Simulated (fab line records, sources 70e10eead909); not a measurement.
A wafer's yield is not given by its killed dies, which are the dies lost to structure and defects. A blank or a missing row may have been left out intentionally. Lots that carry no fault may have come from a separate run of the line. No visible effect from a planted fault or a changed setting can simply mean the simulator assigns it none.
Which of the tools did it? ; flow nand_harc ; 9 lots with 25 wafers sampled at 9 steps, on a route of 1302 steps

WHAT THE GAUGES SHOWED, per wafer
NHARC_A_ONON_D2_THK_MEAS_14: measures by ellipsometry. Usual: thk_nm at 999 nm, with a standard deviation of 11.
lot;measured;on;thk_nm (nm);flag
L189;day 12 08:00;film_metro-01;1022 1024 1024;
L192;day 14 03:00;film_metro-02;1003 1005 1006;
L194;day 14 21:36;film_metro-02;1022 1023 1021;
L196;day 15 02:41;film_metro-02;979 978;
L198;day 16 04:22;film_metro-01;999 998;
L205;day 18 23:20;film_metro-02;995 995 995;
L206;day 19 17:19;film_metro-02;1001 1001 1000;
L211;day 21 11:19;film_metro-02;1001 1001 1003;
L212;day 22 16:02;film_metro-01;1002 1002 1002;

NHARC_A_CHANNEL_HOLE_D2_CD_MEAS_10 targets a cd of 100 nm. Usual: cd_nm at 100.2 nm, with a standard deviation of 0.49.
lot;measured;on;cd_nm (nm);flag
L189;day 12 20:47;cd_sem-03;101.1 101.5 101.2;
L192;day 14 16:01;cd_sem-02;101.0 100.5 100.1;
L194;day 15 11:27;cd_sem-01;100.8 100.0 100.4;
L196;day 15 17:04;cd_sem-01;100.0 106.8;OFF
L198;day 16 20:38;cd_sem-01;99.7 106.9;OFF
L205;day 19 14:41;cd_sem-03;100.1 100.0 100.2;
L206;day 20 09:01;cd_sem-01;100.4 101.0 100.7;
L211;day 22 02:20;cd_sem-01;99.8 99.8 100.0;
L212;day 23 05:18;cd_sem-02;100.4 100.8 100.2;

NHARC_A_CHANNEL_HOLE_D2_CD_MEAS_31. Usual: cd_nm at 90.1 nm, with a standard deviation of 1.4.
lot;measured;on;cd_nm (nm);flag
L189;day 13 03:43;cd_sem-01;90.8 91.5 91.8;
L192;day 15 01:24;cd_sem-03;89.7 88.2 88.8;
L194;day 15 18:49;cd_sem-01;91.0 87.4 90.1;
L196;day 16 03:09;cd_sem-01;93.5 98.3;OFF
L198;day 17 06:52;cd_sem-01;91.4 97.7;OFF
L205;day 19 22:25;cd_sem-01;88.1 89.1 90.8;
L206;day 20 15:56;cd_sem-03;91.1 92.2 89.7;
L211;day 22 17:25;cd_sem-02;90.3 87.7 90.2;
L212;day 23 15:38;cd_sem-01;89.1 89.5 89.5;

NHARC_END_WLT_00. Usual: VT_DECK1_BOTTOM 0.873, standard deviation 0.0087; VT_DECK1_BOTTOM_INNER 0.872, standard deviation 0.0092; VT_DECK1_MEDIAN_NEAR_BOTTOM 0.874, standard deviation 0.0088; VT_DECK1_MEDIAN_NEAR_BOTTOM_INNER 0.874, standard deviation 0.0088; VT_DECK1_MIDDLE 0.886, standard deviation 0.0092; VT_DECK1_MIDDLE_INNER 0.886, standard deviation 0.0085; VT_DECK1_TOP 0.897, standard deviation 0.0091; VT_DECK1_TOP_INNER 0.897, standard deviation 0.0087; VT_DECK2_BOTTOM 0.871, standard deviation 0.0077; VT_DECK2_BOTTOM_INNER 0.870, standard deviation 0.0079; VT_DECK2_MEDIAN_NEAR_BOTTOM 0.872, standard deviation 0.0076; VT_DECK2_MEDIAN_NEAR_BOTTOM_INNER 0.872, standard deviation 0.0076; VT_DECK2_MIDDLE 0.883, standard deviation 0.008; VT_DECK2_MIDDLE_INNER 0.883, standard deviation 0.0082; VT_DECK2_TOP 0.896, standard deviation 0.0076; VT_DECK2_TOP_INNER 0.895, standard deviation 0.0085.
lot;measured;on;VT_DECK1_BOTTOM;VT_DECK1_BOTTOM_INNER;VT_DECK1_MEDIAN_NEAR_BOTTOM;VT_DECK1_MEDIAN_NEAR_BOTTOM_INNER;VT_DECK1_MIDDLE;VT_DECK1_MIDDLE_INNER;VT_DECK1_TOP;VT_DECK1_TOP_INNER;VT_DECK2_BOTTOM;VT_DECK2_BOTTOM_INNER;VT_DECK2_MEDIAN_NEAR_BOTTOM;VT_DECK2_MEDIAN_NEAR_BOTTOM_INNER;VT_DECK2_MIDDLE;VT_DECK2_MIDDLE_INNER;VT_DECK2_TOP;VT_DECK2_TOP_INNER;flag
L189;day 23 21:22;prober-01;0.894 0.878 0.874;0.885 0.881 0.882;0.890 0.881 0.880;0.881 0.872 0.877;0.892 0.891 0.889;0.897 0.896 0.882;0.907 0.902 0.912;0.893 0.905 0.900;0.878 0.873 0.877;0.880 0.867 0.882;0.885 0.877 0.876;0.878 0.878 0.877;0.885 0.896 0.892;0.890 0.892 0.889;0.912 0.906 0.904;0.913 0.893 0.903;
L192;day 25 13:24;prober-01;0.869 0.876 0.877;0.882 0.877 0.872;0.877 0.874 0.878;0.882 0.878 0.884;0.892 0.885 0.887;0.897 0.889 0.889;0.906 0.904 0.902;0.902 0.914 0.901;0.857 0.857 0.856;0.846 0.854 0.853;0.858 0.852 0.857;0.851 0.851 0.857;0.866 0.869 0.859;0.871 0.866 0.870;0.889 0.878 0.880;0.878 0.877 0.877;
L194;day 27 00:31;prober-02;0.865 0.874 0.876;0.881 0.874 0.877;0.871 0.869 0.875;0.869 0.876 0.877;0.894 0.887 0.886;0.874 0.878 0.880;0.891 0.894 0.899;0.900 0.892 0.904;0.867 0.860 0.867;0.864 0.855 0.866;0.873 0.861 0.872;0.866 0.868 0.872;0.889 0.878 0.879;0.885 0.878 0.887;0.898 0.894 0.904;0.891 0.893 0.894;
L196;day 27 09:20;prober-02;0.869 0.875;0.871 0.874;0.873 0.882;0.884 0.873;0.887 0.887;0.884 0.887;0.903 0.896;0.892 0.897;0.885 0.894;0.886 0.901;0.884 0.899;0.885 0.902;0.892 0.912;0.890 0.912;0.900 0.915;0.899 0.923;
L198;day 28 00:01;prober-02;0.874 0.870;0.871 0.870;0.870 0.865;0.868 0.860;0.877 0.868;0.879 0.871;0.888 0.884;0.880 0.884;0.862 0.883;0.874 0.888;0.873 0.898;0.868 0.884;0.886 0.896;0.881 0.895;0.886 0.907;0.890 0.909;
L205;day 30 10:58;prober-02;0.873 0.883 0.866;0.879 0.870 0.869;0.871 0.883 0.880;0.877 0.888 0.873;0.889 0.896 0.890;0.878 0.892 0.888;0.909 0.899 0.909;0.901 0.902 0.900;0.875 0.881 0.880;0.866 0.876 0.874;0.880 0.874 0.876;0.868 0.868 0.874;0.883 0.885 0.895;0.879 0.888 0.896;0.902 0.900 0.909;0.898 0.898 0.901;
L206;day 32 00:44;prober-02;0.885 0.869 0.876;0.886 0.871 0.872;0.884 0.863 0.867;0.874 0.870 0.867;0.887 0.887 0.896;0.899 0.889 0.884;0.900 0.906 0.900;0.898 0.900 0.905;0.880 0.875 0.873;0.872 0.875 0.875;0.879 0.879 0.868;0.871 0.875 0.869;0.892 0.889 0.883;0.898 0.890 0.888;0.896 0.896 0.908;0.897 0.905 0.903;
L211;day 34 01:32;prober-02;0.869 0.867 0.868;0.871 0.866 0.869;0.865 0.863 0.872;0.867 0.869 0.871;0.881 0.875 0.874;0.879 0.871 0.881;0.894 0.885 0.891;0.887 0.885 0.888;0.873 0.868 0.875;0.871 0.866 0.878;0.869 0.867 0.867;0.879 0.869 0.875;0.885 0.878 0.882;0.883 0.877 0.876;0.886 0.889 0.897;0.890 0.895 0.899;
L212;day 34 21:14;prober-01;0.871 0.867 0.865;0.860 0.847 0.861;0.868 0.861 0.869;0.869 0.855 0.863;0.880 0.868 0.882;0.882 0.878 0.881;0.889 0.891 0.880;0.890 0.881 0.889;0.870 0.873 0.872;0.872 0.865 0.873;0.870 0.876 0.873;0.869 0.879 0.870;0.886 0.881 0.881;0.877 0.882 0.880;0.904 0.906 0.897;0.890 0.893 0.907;

NHARC_END_SORT_01. Usual: killed_at_array 59, standard deviation 20; killed_at_other 0.8, standard deviation 1.2; killed_at_periphery 3.5, standard deviation 2.2; killed_dies 63, standard deviation 20; killed_open 3.3, standard deviation 1.8; killed_short 2.6, standard deviation 1.7.
lot;measured;on;killed_at_array;killed_at_other;killed_at_periphery;killed_dies;killed_open;killed_short;flag
L205;day 30 16:22;prober-02;70;1;10;81;4;6;

WHICH TOOL RAN EACH LOT (tool, then ch and the chambers of the sampled wafers, then the start)
lot;NHARC_A_CHANNEL_HOLE_D2_PEB_08;NHARC_A_CHANNEL_HOLE_D2_ETCH_38;NHARC_A_CHANNEL_HOLE_D2_ETCH_16;NHARC_A_CHANNEL_HOLE_D2_XSEM_32
L189;litho_track-01 ch 0, day 12 20:43;rie_diel-13 ch 0,3, day 12 21:05;rie_diel-13 ch 2,3, day 13 03:43 or earlier;xsem-02 ch 0, day 13 03:49
L192;litho_track-01 ch 0, day 14 15:57;rie_diel-07 ch 0,2, day 14 16:19;rie_diel-07 ch 1,2, day 15 01:24 or earlier;xsem-01 ch 0, day 15 01:29
L194;litho_track-01 ch 0, day 15 11:22;rie_diel-02 ch 1,2,3, day 15 12:12;rie_diel-02 ch 0,1,2, day 15 18:49 or earlier;xsem-01 ch 0, day 15 18:54
L196;litho_track-01 ch 0, day 15 16:59;rie_diel-02 ch 0,3, day 15 17:20;rie_diel-02 ch 2,3, day 16 03:09 or earlier;xsem-02 ch 0, day 16 03:14
L198;litho_track-01 ch 0, day 16 20:33;rie_diel-07 ch 1,3, day 16 20:54;rie_diel-07 ch 1,2, day 17 06:52 or earlier;xsem-01 ch 0, day 17 06:57
L205;litho_track-06 ch 0, day 19 14:36;rie_diel-02 ch 0,3, day 19 14:58;rie_diel-02 ch 0,2, day 19 22:25 or earlier;xsem-01 ch 0, day 19 22:31
L206;litho_track-06 ch 0, day 20 08:56;rie_diel-07 ch 0,1,3, day 20 09:17;rie_diel-07 ch 0,2,3, day 20 15:56 or earlier;xsem-02 ch 0, day 20 16:02
L211;litho_track-06 ch 0, day 22 02:16;rie_diel-07 ch 1,2,3, day 22 02:38;rie_diel-07 ch 1,2,3, day 22 17:25 or earlier;xsem-02 ch 0, day 22 17:30
L212;litho_track-01 ch 0, day 23 05:13;rie_diel-02 ch 0,1, day 23 05:35;rie_diel-02 ch 0,1, day 23 15:38 or earlier;xsem-01 ch 0, day 23 15:43
- NHARC_A_CHANNEL_HOLE_D2_PEB_08: peb time 65 s.
- NHARC_A_CHANNEL_HOLE_D2_ETCH_38: etches the open film in CF4, target depth 39 nm, time 65 s.
- NHARC_A_CHANNEL_HOLE_D2_ETCH_16: etches the open film in O2/COS, target depth 3100 nm, time 806 s.
- NHARC_A_CHANNEL_HOLE_D2_XSEM_32

AS READ BY THE TOOLS THEMSELVES (means over the sampled wafers that have a number; for cases with no such wafer, the mark the record gives instead)
NHARC_A_CHANNEL_HOLE_D2_PEB_08. Usual: heater_power_total_W at 156.6 W, with a standard deviation of 0.41.
lot;tool;heater_power_total_W (W);flag
L189;litho_track-01;156.5;
L192;litho_track-01;156.4;
L194;litho_track-01;156.6;
L196;litho_track-01;156.4;
L198;litho_track-01;156.7;
L205;litho_track-06;156.4;
L206;litho_track-06;156.9;
L211;litho_track-06;156.5;
L212;litho_track-01;156.9;

NHARC_A_CHANNEL_HOLE_D2_ETCH_38. Usual: drypump_motor_current_A 5.5 A, standard deviation 0.45; oes_product_au 1.000 a.u., standard deviation 0.011; rf_vpp_V 151.3 V, standard deviation 1.3; showerhead_plenum_p_Torr 1.77 Torr, standard deviation 0.077; throttle_valve_pct 13.285 %, standard deviation 0.0087.
lot;tool;drypump_motor_current_A (A);oes_product_au (a.u.);rf_vpp_V (V);showerhead_plenum_p_Torr (Torr);throttle_valve_pct (%);flag
L189;rie_diel-13;5.9;1.002;151.5;1.76;13.292;
L192;rie_diel-07;4.9;0.993;150.4;1.73;13.283;
L194;rie_diel-02;5.8;1.003;150.2;1.73;13.280;
L196;rie_diel-02;5.4;0.996;150.2;1.67;13.290;
L198;rie_diel-07;5.4;0.998;152.9;1.88;13.282;
L205;rie_diel-02;5.6;1.011;150.2;1.67;13.278;
L206;rie_diel-07;5.3;0.995;153.1;1.84;13.290;
L211;rie_diel-07;5.3;1.006;152.1;1.81;13.286;
L212;rie_diel-02;5.2;1.004;149.5;1.67;13.293;

NHARC_A_CHANNEL_HOLE_D2_ETCH_16. Usual: drypump_motor_current_A 5.5 A, standard deviation 0.46; oes_product_au 1.003 a.u., standard deviation 0.01; rf_vpp_V 314.3 V, standard deviation 2.3; showerhead_plenum_p_Torr 3.13 Torr, standard deviation 0.14; throttle_valve_pct 28.331 %, standard deviation 0.0093.
lot;tool;drypump_motor_current_A (A);oes_product_au (a.u.);rf_vpp_V (V);showerhead_plenum_p_Torr (Torr);throttle_valve_pct (%);flag
L189;rie_diel-13;6.0;1.000;315.8;3.22;28.328;
L192;rie_diel-07;5.1;1.009;315.8;3.23;28.328;
L194;rie_diel-02;5.6;1.009;314.1;3.04;28.338;
L196;rie_diel-02;6.1;1.006;313.6;3.06;28.337;
L198;rie_diel-07;5.1;1.006;314.7;3.17;28.344;
L205;rie_diel-02;5.8;0.997;313.0;3.10;28.318;
L206;rie_diel-07;5.2;0.990;314.6;3.14;28.337;
L211;rie_diel-07;5.3;1.013;315.0;3.20;28.328;
L212;rie_diel-02;5.2;1.009;311.8;2.95;28.332;

NHARC_A_CHANNEL_HOLE_D2_XSEM_32. Usual: bot_cd_nm 74.6 nm, standard deviation 1.5; bow_nm 8.61 nm, standard deviation 0.29; tilt_deg 0.07 degrees, standard deviation 0.04.
lot;tool;bot_cd_nm (nm);bow_nm (nm);tilt_deg (degrees);flag
L189;xsem-02;75.9;8.57;0.08;
L192;xsem-01;73.0;8.88;0.10;
L194;xsem-01;73.9;8.63;0.06;
L196;xsem-02;80.2;8.43;0.14;OFF
L198;xsem-01;78.8;8.75;0.08;
L205;xsem-01;73.8;8.15;0.05;
L206;xsem-02;75.7;8.26;0.06;
L211;xsem-02;74.0;8.88;0.05;
L212;xsem-01;74.6;8.87;0.05;

THE ANSWER, worked out from the rows above alone
Rule: lot off if the mean of its wafers having a number is beyond 3 standard deviations from the usual mean. Also off: a lot with no number at a reading for which 4 or more lots have one. All remaining lots with rows at the step are treated as sound. First the gauges in route order, then the tools' own readings, where a lot's mean is used as printed above. The first step at which some lot is off is used, and at that step the reading that is off furthest; a lot without a number counts as furthest.
Off: L196, L198, at NHARC_A_CHANNEL_HOLE_D2_CD_MEAS_10 (cd_nm).
If a tool, at a process step before that reading, ran all the lots that are off and no sound lot after the first of them, it fits. Those tools and the gauges at NHARC_A_CHANNEL_HOLE_D2_CD_MEAS_10 are tried in the same way. No candidate that was tried fits.

WHAT WAS PUT IN BY THE SIMULATOR
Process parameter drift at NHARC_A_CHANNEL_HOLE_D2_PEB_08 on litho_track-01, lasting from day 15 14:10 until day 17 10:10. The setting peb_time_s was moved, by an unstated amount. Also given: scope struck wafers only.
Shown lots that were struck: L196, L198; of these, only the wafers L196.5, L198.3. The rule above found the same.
